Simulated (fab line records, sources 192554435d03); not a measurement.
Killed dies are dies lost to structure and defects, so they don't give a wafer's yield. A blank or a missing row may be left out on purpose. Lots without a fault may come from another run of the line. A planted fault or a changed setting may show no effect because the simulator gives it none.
Split-lot experiment | flow n5_finfet | 7 lots, 21 wafers read, on a route of 1938 steps

THE SPLIT
At N5_MOL_CONTACT_COAG_COAT_78 (resist thk 40 nm), the setting spin_rpm was moved away from the recipe's 1500 rpm on 6 of the 21 wafers read, by -6.3% to -3.6%. The other wafers ran this setting at the recipe's value.

FROM THE SPLIT TO THE READING: what the file shows between them, 9 steps
- N5_MOL_CONTACT_COAG_EBR_80
- N5_MOL_CONTACT_COAG_SOFTBAKE_79: time 60 s
- N5_MOL_CONTACT_COAG_EXPOSE_81: exposes mask VG, defocus 0 nm
- N5_MOL_CONTACT_COAG_PEB_82: peb time 60 s
- N5_MOL_CONTACT_COAG_DEVELOP_83: develop time 30 s
- N5_MOL_CONTACT_COAG_DESCUM_88: chemistry O2, time 7 s
- N5_MOL_CONTACT_COAG_ETCH_89: etches underlayer in N2/H2, target depth 13 nm, time 10.4 s
- N5_MOL_CONTACT_COAG_ETCH_90: etches SiARC in CF4, target depth 13 nm, time 21.7 s
- N5_MOL_CONTACT_COAG_ALD_131: deposits SiO2, target thk 5 nm, pulse time 1 s, co reactant pulse time 1 s

THE READING
CAR-EUV_of_MOL_CONTACT_COAG_COAT_78.thk_nm (the simulator's own value, which no gauge read), in nm, at N5_MOL_CONTACT_COAG_ETCHBACK_132 (etches SiO2 in CHF3, target depth 10 nm, time 6.7 s). The file gives no usual value for it. The 15 wafers here that ran the recipe average 15.5 nm, standard deviation 0.15 nm.

wafer  | tool, chamber at the split | spin_rpm as run, rpm | against the recipe | CAR-EUV_of_MOL_CONTACT_COAG_COAT_78.thk_nm, nm | against lot-mates on the recipe
L076.1 | litho_track-02, 0          | 1500                 | recipe             | 15.6                                           | -
L076.2 | litho_track-02, 0          | 1424                 | -5.1%              | 16.4                                           | +0.8
L076.5 | litho_track-02, 0          | 1424                 | -5.1%              | 16.6                                           | +1.0
L080.3 | litho_track-02, 0          | 1500                 | recipe             | 15.4                                           | -
L080.6 | litho_track-02, 0          | 1500                 | recipe             | 15.4                                           | -
L080.5 | litho_track-02, 0          | 1500                 | recipe             | 15.2                                           | -
L088.2 | litho_track-03, 0          | 1417                 | -5.5%              | 16.8                                           | +1.2
L088.5 | litho_track-03, 0          | 1500                 | recipe             | 15.6                                           | -
L088.6 | litho_track-03, 0          | 1417                 | -5.5%              | 17.2                                           | +1.6
L089.2 | litho_track-02, 0          | 1500                 | recipe             | 15.6                                           | -
L089.5 | litho_track-02, 0          | 1500                 | recipe             | 15.6                                           | -
L089.6 | litho_track-02, 0          | 1500                 | recipe             | 15.4                                           | -
L092.1 | litho_track-02, 0          | 1500                 | recipe             | 15.6                                           | -
L092.3 | litho_track-02, 0          | 1500                 | recipe             | 15.6                                           | -
L092.4 | litho_track-02, 0          | 1500                 | recipe             | 15.6                                           | -
L095.1 | litho_track-03, 0          | 1406                 | -6.3%              | 16.6                                           | +1.3
L095.4 | litho_track-03, 0          | 1500                 | recipe             | 15.4                                           | -
L095.6 | litho_track-03, 0          | 1500                 | recipe             | 15.2                                           | -
L097.2 | litho_track-05, 0          | 1500                 | recipe             | 15.2                                           | -
L097.3 | litho_track-05, 0          | 1500                 | recipe             | 15.4                                           | -
L097.6 | litho_track-05, 0          | 1446                 | -3.6%              | 16.4                                           | +1.1

THE FIT
A straight line over all 21 wafers: CAR-EUV_of_MOL_CONTACT_COAG_COAT_78.thk_nm changes by -0.232 nm for each +1% of spin_rpm; r = -0.95; the points scatter about the line by 0.2 nm.
The same after taking each lot's own level away (the mean of its wafers on the recipe; 21 wafers): -0.222 nm for each +1%; r = -0.96; scatter 0.15 nm.
On that fit, the largest move of spin_rpm shifts the reading by 1.4 nm.
The lots' own levels span 15.30 to 15.60 nm, that is 1.9 times the standard deviation above.
So the lot-to-lot level changes the slope little: the two slopes agree.
Check: with one of the wafers moved furthest among these (-6.3%) left out of the fit, the line predicts +1.43 nm for it against its lot-mates. It came out at +1.3 nm against them.

OTHER SPLITS ON THESE WAFERS
These wafers also went through other splits before the reading. Each is held against what the fit with the lots' levels taken away leaves over:
other split on the same wafers       | wafers away from the commonest value | r with CAR-EUV_of_MOL_CONTACT_COAG_COAT_78.thk_nm (lot level and that fit taken away)
N5_SD_EPI_P_PEB_07 peb_time_s        | 12                                   | -0.18
N5_HKMG_FIN_EXPOSE_09 dose_mj        | 7                                    | -0.01
N5_HKMG_FIN_ETCH_32 source_w         | 9                                    | -0.15
N5_MOL_CONTACT_COAG_COAT_76 spin_rpm | 6                                    | +0.46

THE WHOLE CHAIN: every reading that the file lists as answering this split, in the file's order
step                             | what it does                                        | reading                                                                                     | change (the file's fit)               | r (the file's)
N5_MOL_CONTACT_COAG_COAT_78      | resist thk 40 nm                                    | CAR-EUV_of_MOL_CONTACT_COAG_COAT_78.thk_nm (the simulator's own value, which no gauge read) | -0.213 nm for each +1% of the setting | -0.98
N5_MOL_CONTACT_COAG_DEVELOP_83   | develop time 30 s                                   | CAR-EUV_of_MOL_CONTACT_COAG_COAT_78.thk_nm (the simulator's own value, which no gauge read) | -0.217 nm for each +1% of the setting | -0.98
N5_MOL_CONTACT_COAG_DESCUM_88    | chemistry O2, time 7 s                              | CAR-EUV_of_MOL_CONTACT_COAG_COAT_78.thk_nm (the simulator's own value, which no gauge read) | -0.201 nm for each +1% of the setting | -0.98
N5_MOL_CONTACT_COAG_ETCHBACK_132 | etches SiO2 in CHF3, target depth 10 nm, time 6.7 s | CAR-EUV_of_MOL_CONTACT_COAG_COAT_78.thk_nm (the simulator's own value, which no gauge read) | -0.225 nm for each +1% of the setting | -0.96

THE FILE'S OWN FIT
CAR-EUV_of_MOL_CONTACT_COAG_COAT_78.thk_nm changes by -0.225 nm for each +1% of spin_rpm, r = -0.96.
